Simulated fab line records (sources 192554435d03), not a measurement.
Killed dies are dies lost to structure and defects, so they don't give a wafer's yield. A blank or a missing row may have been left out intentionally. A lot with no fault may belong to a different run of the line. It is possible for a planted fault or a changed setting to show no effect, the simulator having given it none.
Chamber matching | flow n5Finfet | 3 sister chambers for N5_BEOL_M2_CO_CAP_55 on cvdCo-01
The step material Co, precursor CCTBA/H2, target thk 2 nm, time 102.1 s. 30 wafers are shown with their chamber, then 12 later ones without.

== WAFERS WITH THEIR CHAMBER ==
wafer  | chamber | heaterPowerW (W)
L075.4 | 1       | 246
L075.5 | 0       | 216
L075.6 | 2       | 251
L076.2 | 2       | 250
L076.3 | 1       | 248
L076.6 | 0       | 209
L078.2 | 1       | 245
L078.3 | 2       | 249
L078.4 | 2       | 249
L077.3 | 0       | 210
L077.5 | 2       | 256
L077.6 | 1       | 239
L079.1 | 0       | 215
L079.2 | 1       | 238
L079.6 | 2       | 255
L082.1 | 0       | 221
L082.3 | 2       | 260
L082.4 | 2       | 254
L083.1 | 2       | 253
L083.4 | 1       | 242
L083.5 | 0       | 219
L084.2 | 2       | 251
L084.3 | 0       | 212
L084.6 | 0       | 221
L085.2 | 1       | 245
L085.4 | 2       | 261
L085.5 | 0       | 208
L088.1 | 2       | 259
L088.5 | 0       | 213
L088.6 | 1       | 245

SIGNATURES (means of the wafers above)
reading      | chamber 0 | chamber 1 | chamber 2 | scatter within a chamber
heaterPowerW | 214.40    | 243.50    | 254.00    | 4.28
Rule: distance of a wafer from a chamber = root of the sum over the readings of ((wafer's reading minus chamber's mean) / reading's scatter) squared. The wafer belongs to the nearest chamber; if the next one is less than 2 further off, it can't be placed. The scatter: take each reading less its chamber's mean, square it, sum over the shown wafers, divide by the number of wafers less the number of chambers, and take the root.

== WAFERS MISSING THEIR CHAMBER ==
wafer  | heaterPowerW (W)
L091.2 | 260
L091.5 | 248
L091.6 | 259
L093.2 | 257
L093.3 | 243
L093.4 | 216
L094.3 | 239
L094.4 | 253
L094.6 | 213
L097.2 | 218
L097.4 | 261
L097.6 | 217

== EACH ONE'S CHAMBER ==
wafer  | from the rows above     | in truth
L091.2 | 2                       | 2
L091.5 | can't be placed: 1 or 2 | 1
L091.6 | 2                       | 2
L093.2 | 2                       | 2
L093.3 | 1                       | 1
L093.4 | 0                       | 0
L094.3 | 1                       | 1
L094.4 | can't be placed: 2 or 1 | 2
L094.6 | 0                       | 0
L097.2 | 0                       | 0
L097.4 | 2                       | 2
L097.6 | 0                       | 0
Correctly placed: 10 of 12. These rows do not allow placing 2 (true chamber among the candidates in 2). Placed wrongly: 0.
